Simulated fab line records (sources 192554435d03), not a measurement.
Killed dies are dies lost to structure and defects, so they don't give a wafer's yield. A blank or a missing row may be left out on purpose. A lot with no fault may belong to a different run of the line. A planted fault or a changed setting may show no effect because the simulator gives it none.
Split-lot trial + flow n5-finfet + 7 lots, 21 wafers read, on a route of 1938 steps

## ABOUT THE SPLIT
At N5_BEOL_M1_DESCUM_33 (chemistry O2, time 7 s), the setting time-s was moved away from the recipe's 7 s on 9 of the 21 wafers read, by +9.6% to +17.8%. This setting was run at the recipe's value on the other wafers.

## FROM THE SPLIT TO THE READING: what the file shows between them, 3 steps
- N5_BEOL_M1_ETCH_77: etches underlayer in N2/H2, target depth 6.5 nm, time 5.2 s
- N5_BEOL_M1_ETCH_69: etches SiARC in CF4, target depth 15.6 nm, time 26 s
- N5_BEOL_M1_ALD_98: deposits SiO2, target thk 2.5 nm, pulse time 1 s, co reactant pulse time 1 s

## THE READING
CAR-EUV_of_BEOL_M1_COAT_22.thk-nm (the simulator's own value, which no gauge read), in nm, at N5_BEOL_M1_ETCHBACK_99 (etches SiO2 in CHF3, target depth 5 nm, time 10.4 s). There is no usual value for it anywhere in the file. The 12 wafers here that ran the recipe average 10.5 nm, standard deviation 0.12 nm.

| wafer  | tool, chamber at the split | time-s as run, s | against the recipe | CAR-EUV_of_BEOL_M1_COAT_22.thk-nm, nm | against lot-mates on the recipe |
|--------|----------------------------|------------------|--------------------|---------------------------------------|---------------------------------|
| L074.1 | rie-diel-03, 1             | 8.245            | +17.8%             | 9.8                                   | -0.6                            |
| L074.5 | rie-diel-03, 2             | 8.245            | +17.8%             | 9.8                                   | -0.6                            |
| L074.4 | rie-diel-03, 2             | 7                | recipe             | 10.4                                  | -                               |
| L077.1 | rie-diel-06, 1             | 8.073            | +15.3%             | 10                                    | -0.4                            |
| L077.3 | rie-diel-06, 2             | 7                | recipe             | 10.4                                  | -                               |
| L077.4 | rie-diel-06, 1             | 8.073            | +15.3%             | 10.2                                  | -0.2                            |
| L079.1 | rie-diel-06, 2             | 7                | recipe             | 10.6                                  | -                               |
| L079.2 | rie-diel-06, 1,3           | 7                | recipe             | 10.6                                  | -                               |
| L079.3 | rie-diel-06, 1,3           | 7                | recipe             | 10.8                                  | -                               |
| L084.1 | rie-diel-03, 3             | 7                | recipe             | 10.4                                  | -                               |
| L084.3 | rie-diel-03, 2             | 8.215            | +17.4%             | 9.8                                   | -0.7                            |
| L084.6 | rie-diel-03, 1             | 7                | recipe             | 10.6                                  | -                               |
| L085.2 | rie-diel-03, 0             | 7                | recipe             | 10.6                                  | -                               |
| L085.4 | rie-diel-03, 1,3           | 7                | recipe             | 10.6                                  | -                               |
| L085.5 | rie-diel-03, 1,3           | 7                | recipe             | 10.4                                  | -                               |
| L088.1 | rie-diel-06, 3,2           | 8.112            | +15.9%             | 10                                    | -0.4                            |
| L088.4 | rie-diel-06, 3,2           | 8.112            | +15.9%             | 9.8                                   | -0.6                            |
| L088.5 | rie-diel-06, 2             | 7                | recipe             | 10.4                                  | -                               |
| L096.1 | rie-diel-04, 1             | 7.67             | +9.6%              | 9.8                                   | -0.8                            |
| L096.3 | rie-diel-04, 3             | 7                | recipe             | 10.6                                  | -                               |
| L096.6 | rie-diel-04, 1             | 7.67             | +9.6%              | 10                                    | -0.6                            |
When a row names more than one chamber, that row covers several wafers, and the file does not tell which wafer ran in which chamber.

FIT RESULTS
A straight line over all 21 wafers: CAR-EUV_of_BEOL_M1_COAT_22.thk-nm changes by -0.0394 nm for each +1% of time-s; r = -0.90; the points scatter about the line by 0.15 nm.
The same after taking each lot's own level away (the mean of its wafers on the recipe; 21 wafers): -0.033 nm for each +1%; r = -0.85; scatter 0.17 nm.
On that fit, the largest move of time-s shifts the reading by 0.59 nm.
Across the lots, their own levels run from 10.40 to 10.67 nm, a range of 2.1 times the standard deviation given above.
Thus the slope moves with the lot-to-lot level: the two fits are different.
Check: for one of the wafers moved furthest among these (+17.8%), held out of the fit, the line's prediction against its lot-mates is -0.61 nm. Against them it came out at -0.6 nm.

## OTHER SPLITS APPLIED TO THESE WAFERS
Before the reading, these wafers also passed through other splits. Each is held against what the fit with the lots' levels taken away leaves over:
| other split on the same wafers         | wafers away from the commonest value | r with CAR-EUV_of_BEOL_M1_COAT_22.thk-nm (lot level and that fit taken away) |
|----------------------------------------|--------------------------------------|------------------------------------------------------------------------------|
| N5_MOL_CONTACT_COAG_COAT_02 spin-rpm   | 11                                   | +0.23                                                                        |
| N5_MOL_CONTACT_COAG_ALD_27 ald-cycles  | 10                                   | -0.24                                                                        |
| N5_MOL_CONTACT_COAG_ALD_133 ald-cycles | 4                                    | +0.08                                                                        |
| N5_BEOL_M1_ILD_DEP_00 time-s           | 7                                    | -0.16                                                                        |

## THE WHOLE CHAIN: every reading that the file lists as answering this split, in the file's order
| step                   | what it does                                                | reading                                                                            | change (the file's fit)                | r (the file's) |
|------------------------|-------------------------------------------------------------|------------------------------------------------------------------------------------|----------------------------------------|----------------|
| N5_BEOL_M1_DESCUM_33   | chemistry O2, time 7 s                                      | CAR-EUV_of_BEOL_M1_COAT_22.thk-nm (the simulator's own value, which no gauge read) | -0.0336 nm for each +1% of the setting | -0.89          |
| N5_BEOL_M1_ETCH_77     | etches underlayer in N2/H2, target depth 6.5 nm, time 5.2 s | CAR-EUV_of_BEOL_M1_COAT_22.thk-nm (the simulator's own value, which no gauge read) | -0.0379 nm for each +1% of the setting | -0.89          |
| N5_BEOL_M1_ETCH_69     | etches SiARC in CF4, target depth 15.6 nm, time 26 s        | CAR-EUV_of_BEOL_M1_COAT_22.thk-nm (the simulator's own value, which no gauge read) | -0.0364 nm for each +1% of the setting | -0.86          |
| N5_BEOL_M1_ETCHBACK_99 | etches SiO2 in CHF3, target depth 5 nm, time 10.4 s         | CAR-EUV_of_BEOL_M1_COAT_22.thk-nm (the simulator's own value, which no gauge read) | -0.0352 nm for each +1% of the setting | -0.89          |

## THE FILE'S OWN FIT
CAR-EUV_of_BEOL_M1_COAT_22.thk-nm changes by -0.0352 nm for each +1% of time-s, r = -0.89.
